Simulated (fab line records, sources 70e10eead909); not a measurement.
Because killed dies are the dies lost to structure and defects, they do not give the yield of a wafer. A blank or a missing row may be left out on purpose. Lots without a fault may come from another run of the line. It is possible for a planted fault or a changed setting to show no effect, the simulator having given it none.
Tool commonality check	flow nand harc	2 lots, 6 wafers sampled

## WHAT PROMPTED THE OPENING
Flagged at NHARC_END_SORT_01: reading killed at periphery, on 2 of 2 lots. Fault-free wafers read 2.8, with a standard deviation of 2.2.
Rule: a lot gets a flag if all its wafers with a number sit over 4 standard deviations from that mean, or if no wafer of it has a number. All remaining lots are regarded as sound.

lot	measured	on	killed at periphery, wafer by wafer	flag
L277	day 21 11:05	prober-01	629 634 641	FLAGGED
L278	day 21 18:07	prober-02	652 660 658	FLAGGED
On average the flagged lots read 645.7, which is +642.9 against the usual, or +99 or more standard deviations.

## WHICH TOOL EACH LOT WENT THROUGH
The record holds 4 process steps before the reading, out of a route of 1159 steps. Every cell lists first the tool, next ch and the chambers used by the sampled wafers, and last the start.
lot	flag	NHARC_P_ZERO_WELL_ETCH_63	NHARC_P_GATE_OXIDE_02	NHARC_P_GATE_ETCH_104	NHARC_P_GATE_STRIP_108
L277	FLAGGED	rie si-03 ch 0,1,3, day 3 13:46	furnace-06 ch 0, day 5 22:34	rie diel-09 ch 1,3, day 6 18:50	rie diel-09 ch 0,1, day 6 19:34
L278	FLAGGED	rie si-02 ch 0,2,3, day 3 19:39	furnace-06 ch 0, day 5 22:34	rie diel-09 ch 0,1,3, day 7 05:50	rie diel-09 ch 1,3, day 7 06:35
These steps, and what they do:
- NHARC_P_ZERO_WELL_ETCH_63: etches the open film in HBr/Cl2, target depth 120 nm, time 40.1 s.
- NHARC_P_GATE_OXIDE_02: material SiO2, target thk 37.5 nm, ox time 365 s.
- NHARC_P_GATE_ETCH_104: etches the open film in CF4/CHF3, target depth 60 nm.
- NHARC_P_GATE_STRIP_108: strips in O2.
- NHARC_END_SORT_01

## FLAGGED AGAINST TOTAL, ONE TOOL AT A TIME (gauges that did the reading follow at the end)
step	tool	lots run	flagged	share of the flagged lots	sound lots run after its first flagged lot
NHARC_P_ZERO_WELL_ETCH_63	rie si-02	1	1	some	0
NHARC_P_ZERO_WELL_ETCH_63	rie si-03	1	1	some	0
NHARC_P_GATE_OXIDE_02	furnace-06	2	2	all	0
NHARC_P_GATE_ETCH_104	rie diel-09	2	2	all	0
NHARC_P_GATE_STRIP_108	rie diel-09	2	2	all	0
NHARC_END_SORT_01	prober-01	1	1	some	0
NHARC_END_SORT_01	prober-02	1	1	some	0

## WHAT THE TABLE ALLOWS
All flagged lots were run by 3 table rows, namely furnace-06 at NHARC_P_GATE_OXIDE_02, rie diel-09 at NHARC_P_GATE_ETCH_104, rie diel-09 at NHARC_P_GATE_STRIP_108.
- furnace-06 at NHARC_P_GATE_OXIDE_02 ran 2 lots, 2 of them flagged. No sound lot ran on it before its first flagged lot in this sample; the start therefore can't be narrowed down.
- rie diel-09 at NHARC_P_GATE_ETCH_104 ran 2 lots, 2 of them flagged. No sound lot ran on it before its first flagged lot in this sample; the start therefore can't be narrowed down.
- rie diel-09 at NHARC_P_GATE_STRIP_108 ran 2 lots, 2 of them flagged. No sound lot ran on it before its first flagged lot in this sample; the start therefore can't be narrowed down.
These 2 tools cannot be told apart by counting lots, since each of them fits a fault that started at some hour. More lots, or a look at what each step does to the wafer, might.

## WHAT HAD BEEN PUT IN BY THE SIMULATOR
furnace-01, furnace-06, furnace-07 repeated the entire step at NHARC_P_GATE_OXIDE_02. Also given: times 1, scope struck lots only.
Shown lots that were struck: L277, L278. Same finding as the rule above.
